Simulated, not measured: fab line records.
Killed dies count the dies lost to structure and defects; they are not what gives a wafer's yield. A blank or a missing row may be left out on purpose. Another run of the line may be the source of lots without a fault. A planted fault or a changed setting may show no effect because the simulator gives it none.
What tool caused it? || flow n5Finfet || Sampling: 12 lots, 35 wafers, 4 of 1938 route steps

== WHAT THE GAUGES READ, wafer by wafer ==
No reading from a measuring or inspecting step in the record can be judged against a usual standard deviation.

== WHICH TOOL RAN EACH LOT (tool, then ch and the chambers of the sampled wafers, then the start) ==
{"lot": "L590", "N5_PASSIVATION_PECVD_00": "pecvd-02 ch 0,1, day 11 15:35", "N5_PASSIVATION_PECVD_01": "pecvd-03 ch 0,2, day 11 19:47", "N5_PASSIVATION_PRE_CLEAN_19": "pvdSputter-03, day 12 01:58", "N5_PASSIVATION_STRIP_52": "wetBench-03 ch 2,4,5, day 12 05:17"}
{"lot": "L588", "N5_PASSIVATION_PECVD_00": "pecvd-02 ch 0,1,2, day 12 05:20", "N5_PASSIVATION_PECVD_01": "pecvd-04 ch 0,1, day 12 10:56", "N5_PASSIVATION_PRE_CLEAN_19": "pvdSputter-02, day 12 12:03", "N5_PASSIVATION_STRIP_52": "wetBench-05 ch 1,3,5, day 12 15:16"}
{"lot": "L589", "N5_PASSIVATION_PECVD_00": "pecvd-03 ch 0,1,2, day 12 06:54", "N5_PASSIVATION_PECVD_01": "pecvd-01 ch 1,2, day 12 12:45", "N5_PASSIVATION_PRE_CLEAN_19": "pvdSputter-02, day 12 16:33", "N5_PASSIVATION_STRIP_52": "wetBench-03 ch 4,5,6, day 12 20:29"}
{"lot": "L593", "N5_PASSIVATION_PECVD_00": "pecvd-04 ch 0,1, day 13 09:47", "N5_PASSIVATION_PECVD_01": "pecvd-03 ch 1,2, day 13 13:29", "N5_PASSIVATION_PRE_CLEAN_19": "pvdSputter-01, day 13 15:15", "N5_PASSIVATION_STRIP_52": "wetBench-06 ch 2,3,5, day 13 19:04"}
{"lot": "L596", "N5_PASSIVATION_PECVD_00": "pecvd-02 ch 0,1,2, day 13 21:39", "N5_PASSIVATION_PECVD_01": "pecvd-04 ch 0,1,2, day 14 02:16", "N5_PASSIVATION_PRE_CLEAN_19": "pvdSputter-01, day 14 05:10", "N5_PASSIVATION_STRIP_52": "wetBench-06 ch 3,4,5, day 14 09:17"}
{"lot": "L599", "N5_PASSIVATION_PECVD_00": "pecvd-04 ch 1,2, day 14 17:08", "N5_PASSIVATION_PECVD_01": "pecvd-04 ch 0,1,2, day 14 22:55", "N5_PASSIVATION_PRE_CLEAN_19": "pvdSputter-02, day 15 01:34", "N5_PASSIVATION_STRIP_52": "wetBench-03 ch 2,3,4, day 15 04:52"}
{"lot": "L600", "N5_PASSIVATION_PECVD_00": "pecvd-03 ch 0,1, day 14 20:02", "N5_PASSIVATION_PECVD_01": "pecvd-03 ch 0,1,2, day 15 00:03", "N5_PASSIVATION_PRE_CLEAN_19": "pvdSputter-02, day 15 01:59", "N5_PASSIVATION_STRIP_52": "wetBench-06 ch 0,2,5, day 15 05:28"}
{"lot": "L601", "N5_PASSIVATION_PECVD_00": "pecvd-03 ch 0,1, day 14 23:17", "N5_PASSIVATION_PECVD_01": "pecvd-03 ch 1,2, day 15 03:56", "N5_PASSIVATION_PRE_CLEAN_19": "pvdSputter-02, day 15 07:14", "N5_PASSIVATION_STRIP_52": "wetBench-05 ch 1,5,7, day 15 10:33"}
{"lot": "L603", "N5_PASSIVATION_PECVD_00": "pecvd-02 ch 0,1,2, day 15 03:58", "N5_PASSIVATION_PECVD_01": "pecvd-04 ch 0,1,2, day 15 09:27", "N5_PASSIVATION_PRE_CLEAN_19": "pvdSputter-02, day 15 10:37", "N5_PASSIVATION_STRIP_52": "wetBench-03 ch 1,4,5, day 15 14:30"}
{"lot": "L606", "N5_PASSIVATION_PECVD_00": "pecvd-03 ch 0,2, day 16 20:14", "N5_PASSIVATION_PECVD_01": "pecvd-01 ch 0,1,2, day 17 02:17", "N5_PASSIVATION_PRE_CLEAN_19": "pvdSputter-02, day 17 05:43", "N5_PASSIVATION_STRIP_52": "wetBench-06 ch 2,3,5, day 17 09:02"}
{"lot": "L609", "N5_PASSIVATION_PECVD_00": "pecvd-04 ch 0,2, day 16 22:01", "N5_PASSIVATION_PECVD_01": "pecvd-04 ch 0,2, day 17 03:33", "N5_PASSIVATION_PRE_CLEAN_19": "pvdSputter-03, day 17 05:27", "N5_PASSIVATION_STRIP_52": "wetBench-03 ch 1,4,7, day 17 08:38"}
{"lot": "L611", "N5_PASSIVATION_PECVD_00": "pecvd-03 ch 0,1, day 17 04:45", "N5_PASSIVATION_PECVD_01": "pecvd-03 ch 0,2, day 17 08:58", "N5_PASSIVATION_PRE_CLEAN_19": "pvdSputter-03, day 17 10:34", "N5_PASSIVATION_STRIP_52": "wetBench-06 ch 1,7, day 17 14:23"}
- N5_PASSIVATION_PECVD_00: deposits SiO2 from SiH4/N2O, target thk 200 nm, time 11.2 s.
- N5_PASSIVATION_PECVD_01: deposits SiNx from SiH4/NH3/N2, target thk 200 nm, time 43.2 s.
- N5_PASSIVATION_PRE_CLEAN_19
- N5_PASSIVATION_STRIP_52: strips in post etch residue remover, time 1200 s.

== AS READ BY THE TOOLS THEMSELVES (means over the sampled wafers that have a number; for cases with no such wafer, the mark the record gives instead) ==
N5_PASSIVATION_PECVD_00. Usual: chamberPressureTorr 2.700 Torr, standard deviation 0.0064; heaterPowerW 597 W, standard deviation 93; showerheadPlenumPTorr 8.16 Torr, standard deviation 0.092; throttleValvePct 51.8 %, standard deviation 2.4.
{"lot": "L590", "tool": "pecvd-02", "chamberPressureTorr (Torr)": 2.699, "heaterPowerW (W)": 695, "showerheadPlenumPTorr (Torr)": 8.28, "throttleValvePct (%)": 53.8, "flag": ""}
{"lot": "L588", "tool": "pecvd-02", "chamberPressureTorr (Torr)": 2.702, "heaterPowerW (W)": 621, "showerheadPlenumPTorr (Torr)": 8.15, "throttleValvePct (%)": 52.8, "flag": ""}
{"lot": "L589", "tool": "pecvd-03", "chamberPressureTorr (Torr)": 2.701, "heaterPowerW (W)": 592, "showerheadPlenumPTorr (Torr)": 8.15, "throttleValvePct (%)": 50.4, "flag": ""}
{"lot": "L593", "tool": "pecvd-04", "chamberPressureTorr (Torr)": 2.708, "heaterPowerW (W)": 550, "showerheadPlenumPTorr (Torr)": 8.19, "throttleValvePct (%)": 55.0, "flag": ""}
{"lot": "L596", "tool": "pecvd-02", "chamberPressureTorr (Torr)": 2.701, "heaterPowerW (W)": 645, "showerheadPlenumPTorr (Torr)": 8.16, "throttleValvePct (%)": 53.0, "flag": ""}
{"lot": "L599", "tool": "pecvd-04", "chamberPressureTorr (Torr)": 2.705, "heaterPowerW (W)": 612, "showerheadPlenumPTorr (Torr)": 8.16, "throttleValvePct (%)": 51.9, "flag": ""}
{"lot": "L600", "tool": "pecvd-03", "chamberPressureTorr (Torr)": 2.700, "heaterPowerW (W)": 490, "showerheadPlenumPTorr (Torr)": 8.15, "throttleValvePct (%)": 51.3, "flag": ""}
{"lot": "L601", "tool": "pecvd-03", "chamberPressureTorr (Torr)": 2.700, "heaterPowerW (W)": 544, "showerheadPlenumPTorr (Torr)": 8.17, "throttleValvePct (%)": 51.4, "flag": ""}
{"lot": "L603", "tool": "pecvd-02", "chamberPressureTorr (Torr)": 2.694, "heaterPowerW (W)": 625, "showerheadPlenumPTorr (Torr)": 8.15, "throttleValvePct (%)": 52.9, "flag": ""}
{"lot": "L606", "tool": "pecvd-03", "chamberPressureTorr (Torr)": 2.696, "heaterPowerW (W)": 579, "showerheadPlenumPTorr (Torr)": 8.15, "throttleValvePct (%)": 50.5, "flag": ""}
{"lot": "L609", "tool": "pecvd-04", "chamberPressureTorr (Torr)": 2.701, "heaterPowerW (W)": 659, "showerheadPlenumPTorr (Torr)": 8.22, "throttleValvePct (%)": 49.3, "flag": ""}
{"lot": "L611", "tool": "pecvd-03", "chamberPressureTorr (Torr)": 2.701, "heaterPowerW (W)": 490, "showerheadPlenumPTorr (Torr)": 8.15, "throttleValvePct (%)": 51.9, "flag": ""}

N5_PASSIVATION_PECVD_01. Usual: chamberPressureTorr 4.899 Torr, standard deviation 0.01; heaterPowerW 354 W, standard deviation 98; showerheadPlenumPTorr 8.69 Torr, standard deviation 0.039; throttleValvePct 29.3 %, standard deviation 1.6.
{"lot": "L590", "tool": "pecvd-03", "chamberPressureTorr (Torr)": 4.894, "heaterPowerW (W)": 310, "showerheadPlenumPTorr (Torr)": 8.69, "throttleValvePct (%)": 28.3, "flag": ""}
{"lot": "L588", "tool": "pecvd-04", "chamberPressureTorr (Torr)": 4.904, "heaterPowerW (W)": 314, "showerheadPlenumPTorr (Torr)": 8.71, "throttleValvePct (%)": 31.2, "flag": ""}
{"lot": "L589", "tool": "pecvd-01", "chamberPressureTorr (Torr)": 4.904, "heaterPowerW (W)": 477, "showerheadPlenumPTorr (Torr)": 8.69, "throttleValvePct (%)": 29.4, "flag": ""}
{"lot": "L593", "tool": "pecvd-03", "chamberPressureTorr (Torr)": 4.897, "heaterPowerW (W)": 270, "showerheadPlenumPTorr (Torr)": 8.68, "throttleValvePct (%)": 29.1, "flag": ""}
{"lot": "L596", "tool": "pecvd-04", "chamberPressureTorr (Torr)": 4.902, "heaterPowerW (W)": 323, "showerheadPlenumPTorr (Torr)": 8.70, "throttleValvePct (%)": 29.4, "flag": ""}
{"lot": "L599", "tool": "pecvd-04", "chamberPressureTorr (Torr)": 4.905, "heaterPowerW (W)": 327, "showerheadPlenumPTorr (Torr)": 8.69, "throttleValvePct (%)": 29.4, "flag": ""}
{"lot": "L600", "tool": "pecvd-03", "chamberPressureTorr (Torr)": 4.892, "heaterPowerW (W)": 312, "showerheadPlenumPTorr (Torr)": 8.69, "throttleValvePct (%)": 28.8, "flag": ""}
{"lot": "L601", "tool": "pecvd-03", "chamberPressureTorr (Torr)": 4.895, "heaterPowerW (W)": 300, "showerheadPlenumPTorr (Torr)": 8.67, "throttleValvePct (%)": 28.5, "flag": ""}
{"lot": "L603", "tool": "pecvd-04", "chamberPressureTorr (Torr)": 4.899, "heaterPowerW (W)": 298, "showerheadPlenumPTorr (Torr)": 8.70, "throttleValvePct (%)": 29.5, "flag": ""}
{"lot": "L606", "tool": "pecvd-01", "chamberPressureTorr (Torr)": 4.894, "heaterPowerW (W)": 436, "showerheadPlenumPTorr (Torr)": 8.72, "throttleValvePct (%)": 30.0, "flag": ""}
{"lot": "L609", "tool": "pecvd-04", "chamberPressureTorr (Torr)": 4.920, "heaterPowerW (W)": 354, "showerheadPlenumPTorr (Torr)": 8.74, "throttleValvePct (%)": 29.6, "flag": ""}
{"lot": "L611", "tool": "pecvd-03", "chamberPressureTorr (Torr)": 4.910, "heaterPowerW (W)": 369, "showerheadPlenumPTorr (Torr)": 8.68, "throttleValvePct (%)": 28.6, "flag": ""}

N5_PASSIVATION_PRE_CLEAN_19. Usual: heaterPowerW at 480 W, with a standard deviation of 74.
{"lot": "L590", "tool": "pvdSputter-03", "heaterPowerW (W)": 484, "flag": ""}
{"lot": "L588", "tool": "pvdSputter-02", "heaterPowerW (W)": 528, "flag": ""}
{"lot": "L589", "tool": "pvdSputter-02", "heaterPowerW (W)": 484, "flag": ""}
{"lot": "L593", "tool": "pvdSputter-01", "heaterPowerW (W)": 454, "flag": ""}
{"lot": "L596", "tool": "pvdSputter-01", "heaterPowerW (W)": 480, "flag": ""}
{"lot": "L599", "tool": "pvdSputter-02", "heaterPowerW (W)": 436, "flag": ""}
{"lot": "L600", "tool": "pvdSputter-02", "heaterPowerW (W)": 454, "flag": ""}
{"lot": "L601", "tool": "pvdSputter-02", "heaterPowerW (W)": 413, "flag": ""}
{"lot": "L603", "tool": "pvdSputter-02", "heaterPowerW (W)": 547, "flag": ""}
{"lot": "L606", "tool": "pvdSputter-02", "heaterPowerW (W)": 541, "flag": ""}
{"lot": "L609", "tool": "pvdSputter-03", "heaterPowerW (W)": 524, "flag": ""}
{"lot": "L611", "tool": "pvdSputter-03", "heaterPowerW (W)": 482, "flag": ""}

N5_PASSIVATION_STRIP_52. Usual: bathGuardTempC 72.3 C, standard deviation 0.42; bathHeatDutyPct 14.8 %, standard deviation 1.7.
{"lot": "L590", "tool": "wetBench-03", "bathGuardTempC (C)": 71.9, "bathHeatDutyPct (%)": 13.5, "flag": ""}
{"lot": "L588", "tool": "wetBench-05", "bathGuardTempC (C)": 71.9, "bathHeatDutyPct (%)": 15.8, "flag": ""}
{"lot": "L589", "tool": "wetBench-03", "bathGuardTempC (C)": 72.2, "bathHeatDutyPct (%)": 14.6, "flag": ""}
{"lot": "L593", "tool": "wetBench-06", "bathGuardTempC (C)": 72.1, "bathHeatDutyPct (%)": 14.3, "flag": ""}
{"lot": "L596", "tool": "wetBench-06", "bathGuardTempC (C)": 72.0, "bathHeatDutyPct (%)": 12.8, "flag": ""}
{"lot": "L599", "tool": "wetBench-03", "bathGuardTempC (C)": 72.6, "bathHeatDutyPct (%)": 14.9, "flag": ""}
{"lot": "L600", "tool": "wetBench-06", "bathGuardTempC (C)": "-", "bathHeatDutyPct (%)": "-", "flag": "OFF"}
{"lot": "L601", "tool": "wetBench-05", "bathGuardTempC (C)": "-", "bathHeatDutyPct (%)": "-", "flag": "OFF"}
{"lot": "L603", "tool": "wetBench-03", "bathGuardTempC (C)": "-", "bathHeatDutyPct (%)": "-", "flag": "OFF"}
{"lot": "L606", "tool": "wetBench-06", "bathGuardTempC (C)": 72.0, "bathHeatDutyPct (%)": 14.0, "flag": ""}
{"lot": "L609", "tool": "wetBench-03", "bathGuardTempC (C)": 72.3, "bathHeatDutyPct (%)": 14.2, "flag": ""}
{"lot": "L611", "tool": "wetBench-06", "bathGuardTempC (C)": 72.6, "bathHeatDutyPct (%)": 16.8, "flag": ""}

== THE ANSWER, worked out from the rows above alone ==
Rule: lot off if the mean of its wafers having a number is beyond 3 standard deviations from the usual mean. A lot without any number at a reading at which 4 lots or more have one is off too. Any other lot the step has rows for is counted as sound. The gauges are gone through in route order, then the tools' own readings, and for those a lot's mean is taken as printed above. At the first step where some lot is off, the reading lying furthest off is the one used; lots without a number count as furthest.
Off at N5_PASSIVATION_STRIP_52 (bathGuardTempC): L600, L601, L603. Without a number there: L600, L601, L603.
A tool fits if, at that step or a process step before it, it ran every lot that is off, and no sound lot after the first of them. Not one of the candidates tried fits.

== WHAT THE SIMULATOR HAD PUT IN ==
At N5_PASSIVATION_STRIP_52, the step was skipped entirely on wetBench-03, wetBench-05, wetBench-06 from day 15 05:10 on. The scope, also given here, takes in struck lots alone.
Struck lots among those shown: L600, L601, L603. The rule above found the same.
